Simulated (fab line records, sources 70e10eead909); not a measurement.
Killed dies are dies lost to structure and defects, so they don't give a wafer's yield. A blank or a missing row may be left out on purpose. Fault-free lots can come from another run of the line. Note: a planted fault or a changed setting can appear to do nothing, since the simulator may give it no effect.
Chamber matching	flow nand-harc	rie-diel-07 running NHARC_P_GATE_DESCUM_61: 4 sister chambers
The step chemistry O2, time 3 s. 14 wafers are shown with their chamber, then 7 later ones without.

## WAFERS, EACH WITH ITS CHAMBER
wafer	chamber	rf-vpp-V (V)	throttle-valve-pct (%)	oes-product-au (a.u.)
L074.1	2	57.4	11.314	0.981
L074.2	0	56.6	11.312	0.973
L074.5	3	57.1	11.315	0.977
L076.2	0	58.0	11.318	0.992
L076.3	3	56.1	11.305	0.991
L076.4	3	57.4	11.307	0.978
L077.1	1	56.9	11.306	0.988
L077.2	2	57.5	11.317	0.995
L077.3	3	57.0	11.315	0.998
L081.1	0	57.0	11.312	0.988
L081.3	3	56.6	11.304	0.999
L081.5	1	57.8	11.321	1.000
L083.1	3	57.4	11.312	0.996
L083.2	0	56.8	11.308	0.995

SIGNATURES (means of the wafers above)
reading	chamber 0	chamber 1	chamber 2	chamber 3	scatter within a chamber
rf-vpp-V	57.100	57.350	57.450	56.933	0.533
throttle-valve-pct	11.31250	11.31350	11.31550	11.30967	0.0054
oes-product-au	0.98700	0.99400	0.98800	0.98983	0.00975
Rule: a wafer lies at a distance from a chamber equal to the root of the sum of squares, over the readings, of (its reading less the chamber's mean, divided by the reading's scatter). The wafer belongs to the nearest chamber; if the next one is less than 2 further off, it can't be placed. How the scatter is found: for the shown wafers, subtract from each reading the mean of its chamber, square and add these, divide the total by (wafers less chambers), then take the root.

## WAFERS MISSING THEIR CHAMBER
wafer	rf-vpp-V (V)	throttle-valve-pct (%)	oes-product-au (a.u.)
L083.4	58.8	11.310	0.999
L089.2	58.4	11.301	0.972
L089.4	58.5	11.322	0.994
L089.5	58.0	11.328	0.998
L097.3	57.6	11.297	0.999
L097.4	58.1	11.311	0.998
L097.6	57.7	11.316	0.983

## CHAMBER TAKEN BY EACH
wafer	from the rows above	in truth
L083.4	can't be placed: 1 or 2 or 0 or 3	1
L089.2	can't be placed: 0 or 2 or 3 or 1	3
L089.4	can't be placed: 2 or 1 or 0 or 3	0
L089.5	can't be placed: 2 or 1 or 0 or 3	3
L097.3	can't be placed: 3 or 1 or 0 or 2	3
L097.4	can't be placed: 1 or 2 or 0 or 3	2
L097.6	can't be placed: 2 or 0 or 1 or 3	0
Correct placement for 0 of the 7. Unplaceable from these rows: 7, with the true chamber sitting among the candidates in 7. Wrongly placed: 0.
